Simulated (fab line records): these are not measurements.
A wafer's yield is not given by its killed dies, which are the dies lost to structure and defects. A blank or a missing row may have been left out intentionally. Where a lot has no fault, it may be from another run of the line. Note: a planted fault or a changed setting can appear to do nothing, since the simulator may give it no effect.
One fault seen from 2 desks + flow nand-harc + each desk holds nothing but its own numbers, with what lay behind them at the end

== FOR THE TOOL OWNER'S DESK: rie-diel-08 ==
The tool's own readings at NHARC_P_CONTACT_STRIP_28 (strips in O2): means of the sampled wafers that have a number, for each lot that ran on this tool. Marked OUT: a lot whose mean sits more than 4 standard deviations from the usual mean, which makes it out of limits; the brackets give that distance.
Columns: A = drypump-motor-current-A at NHARC_P_CONTACT_STRIP_28, usual 5.9 A; B = oes-product-au at NHARC_P_CONTACT_STRIP_28, usual 0.998 a.u.; C = rf-vpp-V at NHARC_P_CONTACT_STRIP_28, usual 57.7 V; D = showerhead-plenum-p-Torr at NHARC_P_CONTACT_STRIP_28, usual 3.48 Torr; E = throttle-valve-pct at NHARC_P_CONTACT_STRIP_28, usual 17.035 %
| lot  | first seen here | A   | B     | C    | D    | E      |
|------|-----------------|-----|-------|------|------|--------|
| L656 | day 6 02:08     | 6.5 | 0.998 | 57.8 | 3.48 | 17.042 |
| L662 | day 7 05:54     | 5.9 | 1.001 | 58.0 | 3.61 | 17.027 |
| L663 | day 7 12:41     | 6.2 | 0.999 | 58.0 | 3.55 | 17.037 |
| L666 | day 8 10:31     | 6.2 | 0.993 | 58.0 | 3.46 | 17.027 |
| L665 | day 8 11:18     | 5.9 | 1.000 | 57.7 | 3.46 | 17.034 |
| L667 | day 8 22:24     | 6.2 | 0.994 | 58.0 | 3.55 | 17.036 |
| L670 | day 9 16:05     | 5.9 | 0.997 | 58.3 | 3.46 | 17.037 |
| L672 | day 9 21:55     | 6.2 | 1.000 | 57.2 | 3.40 | 17.034 |
This desk's finding: nothing out of limits on any of the 8 lots.

== THE METROLOGY DESK ==
What the gauges read for every lot (on any tool): the sampled wafers with a number, averaged. Marked OUT: a lot whose mean sits more than 4 standard deviations from the usual mean, which makes it out of limits; the brackets give that distance.
Columns: A = cd-nm at NHARC_THIN_TSV_CD_MEAS_16, usual 1000.2 nm
| lot  | first seen here | A      |
|------|-----------------|--------|
| L656 | day 19 01:16    | 999.0  |
| L658 | day 19 07:41    | 1000.0 |
| L659 | day 19 16:50    | 1001.5 |
| L655 | day 20 03:23    | 1000.5 |
| L662 | day 20 15:06    | 999.6  |
| L663 | day 20 16:21    | 1001.7 |
| L664 | day 20 23:56    | 999.1  |
| L666 | day 21 00:49    | 1001.9 |
| L665 | day 21 21:11    | 999.4  |
| L667 | day 22 10:02    | 1000.9 |
| L670 | day 22 17:03    | 1002.7 |
| L672 | day 23 06:23    | 999.8  |
This desk's finding: nothing out of limits on any of the 12 lots.

== ALL TOGETHER ==
Nothing out of limits was seen by the tool owner's desk.
From the metrology desk's view, nothing was out of limits.

== WHAT HAD BEEN PUT IN BY THE SIMULATOR ==
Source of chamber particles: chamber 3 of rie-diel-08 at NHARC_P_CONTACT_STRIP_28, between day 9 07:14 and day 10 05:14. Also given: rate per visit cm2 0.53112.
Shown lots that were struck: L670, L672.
